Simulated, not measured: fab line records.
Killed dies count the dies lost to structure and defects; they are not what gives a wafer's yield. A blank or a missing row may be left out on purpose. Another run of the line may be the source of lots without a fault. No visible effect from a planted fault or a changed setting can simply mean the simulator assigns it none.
Split-lot study | flow n5Finfet | route with 1938 steps; 7 lots, 21 wafers read

== ON THE SPLIT ==
At N5_BEOL_M3_COAT_67 (time 60 s, resist thk 60 nm), the setting spinRpm was moved away from the recipe's 1500 rpm on 7 of the 21 wafers read, by -5.9% to +9.5%. All remaining wafers had this setting at the recipe value.

== FROM THE SPLIT TO THE READING: what the file shows between them, 7 steps ==
- N5_BEOL_M3_COAT_68: time 60 s, resist thk 12 nm
- N5_BEOL_M3_COAT_76: time 60 s, resist thk 5 nm
- N5_BEOL_M3_ALD_98: deposits SiO2, target thk 2.5 nm, pulse time 1 s, co reactant pulse time 1 s
- N5_BEOL_M3_ETCHBACK_99: etches SiO2 in CHF3, target depth 5 nm, time 10.4 s
- N5_BEOL_M3_ETCH_70: etches SOC in N2/H2, target depth 80 nm, overetch 16 nm, time 120 s
- N5_BEOL_M3_STRIP_71: strips in N2/H2
- N5_BEOL_M3_STRIP_78: strips in N2/H2

== THE READING ==
SOC_of_BEOL_M3_COAT_67.thkNm (the simulator's own value, which no gauge read), in nm, at N5_BEOL_M3_VIA_ETCH_34 (etches the open film in C4F6/O2, target depth 69.4 nm, time 65.9 s). No usual value for it is given in the file. The 14 wafers here that ran the recipe average 51.9 nm, standard deviation 0.22 nm.

wafer  | tool, chamber at the split | spinRpm as run, rpm | against the recipe | SOC_of_BEOL_M3_COAT_67.thkNm, nm | against lot-mates on the recipe
L074.2 | lithoTrack-02, 0           | 1414                | -5.7%              | 53.6                             | +1.7
L074.4 | lithoTrack-02, 0           | 1500                | recipe             | 52                               | -
L074.5 | lithoTrack-02, 0           | 1500                | recipe             | 51.8                             | -
L079.1 | lithoTrack-05, 0           | 1427                | -4.9%              | 53.2                             | +1.2
L079.2 | lithoTrack-05, 0           | 1500                | recipe             | 52                               | -
L079.6 | lithoTrack-05, 0           | 1427                | -4.9%              | 53.4                             | +1.4
L088.2 | lithoTrack-03, 0           | 1500                | recipe             | 51.8                             | -
L088.4 | lithoTrack-03, 0           | 1500                | recipe             | 52.2                             | -
L088.6 | lithoTrack-03, 0           | 1500                | recipe             | 52                               | -
L086.2 | lithoTrack-05, 0           | 1500                | recipe             | 52.2                             | -
L086.5 | lithoTrack-05, 0           | 1500                | recipe             | 52.2                             | -
L086.6 | lithoTrack-05, 0           | 1643                | +9.5%              | 49.4                             | -2.8
L087.1 | lithoTrack-02, 0           | 1500                | recipe             | 52                               | -
L087.3 | lithoTrack-02, 0           | 1412                | -5.9%              | 53.2                             | +1.2
L087.4 | lithoTrack-02, 0           | 1412                | -5.9%              | 53.8                             | +1.8
L090.3 | lithoTrack-03, 0           | 1500                | recipe             | 51.6                             | -
L090.5 | lithoTrack-03, 0           | 1500                | recipe             | 51.8                             | -
L090.6 | lithoTrack-03, 0           | 1500                | recipe             | 51.4                             | -
L089.1 | lithoTrack-03, 0           | 1500                | recipe             | 51.8                             | -
L089.3 | lithoTrack-03, 0           | 1631                | +8.7%              | 49                               | -2.9
L089.5 | lithoTrack-03, 0           | 1500                | recipe             | 52                               | -

THE FIT
A straight line over all 21 wafers: SOC_of_BEOL_M3_COAT_67.thkNm changes by -0.289 nm for each +1% of spinRpm; r = -0.98; the points scatter about the line by 0.24 nm.
The same after taking each lot's own level away (the mean of its wafers on the recipe; 21 wafers): -0.292 nm for each +1%; r = -0.99; scatter 0.18 nm.
On that fit, the largest move of spinRpm shifts the reading by 2.8 nm.
Across the lots, their own levels run from 51.60 to 52.20 nm, a range of 2.7 times the standard deviation given above.
Hence the lot-to-lot level has little effect on the slope; both slopes agree.
Check: for one of the wafers moved furthest among these (+9.5%), held out of the fit, the line's prediction against its lot-mates is -2.86 nm. It came out at -2.8 nm against them.

== OTHER SPLITS ON THESE WAFERS ==
Other splits were also applied to these wafers ahead of the reading. Each is held against what the fit with the lots' levels taken away leaves over:
other split on the same wafers | wafers away from the commonest value | r with SOC_of_BEOL_M3_COAT_67.thkNm (lot level and that fit taken away)
N5_BEOL_M2_COAT_67 spinRpm     | 7                                    | -0.39
N5_BEOL_M2_DESCUM_33 timeS     | 7                                    | -0.02
N5_BEOL_M2_VIA_ETCH_34 timeS   | 6                                    | -0.05
N5_BEOL_M3_ETCH_64 timeS       | 6                                    | -0.21

== THE WHOLE CHAIN: every reading that the file lists as answering this split, in the file's order ==
step                   | what it does                                                        | reading                                                                       | change (the file's fit)               | r (the file's)
N5_BEOL_M3_COAT_67     | time 60 s, resist thk 60 nm                                         | SOC_of_BEOL_M3_COAT_67.thkNm (the simulator's own value, which no gauge read) | -0.289 nm for each +1% of the setting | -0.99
N5_BEOL_M3_ETCH_70     | etches SOC in N2/H2, target depth 80 nm, overetch 16 nm, time 120 s | etch.depthNm (the simulator's own value, which no gauge read)                 | -0.29 nm for each +1% of the setting  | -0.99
N5_BEOL_M3_VIA_ETCH_34 | etches the open film in C4F6/O2, target depth 69.4 nm, time 65.9 s  | SOC_of_BEOL_M3_COAT_67.thkNm (the simulator's own value, which no gauge read) | -0.298 nm for each +1% of the setting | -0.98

== THE FILE'S OWN FIT ==
SOC_of_BEOL_M3_COAT_67.thkNm changes by -0.298 nm for each +1% of spinRpm, r = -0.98.
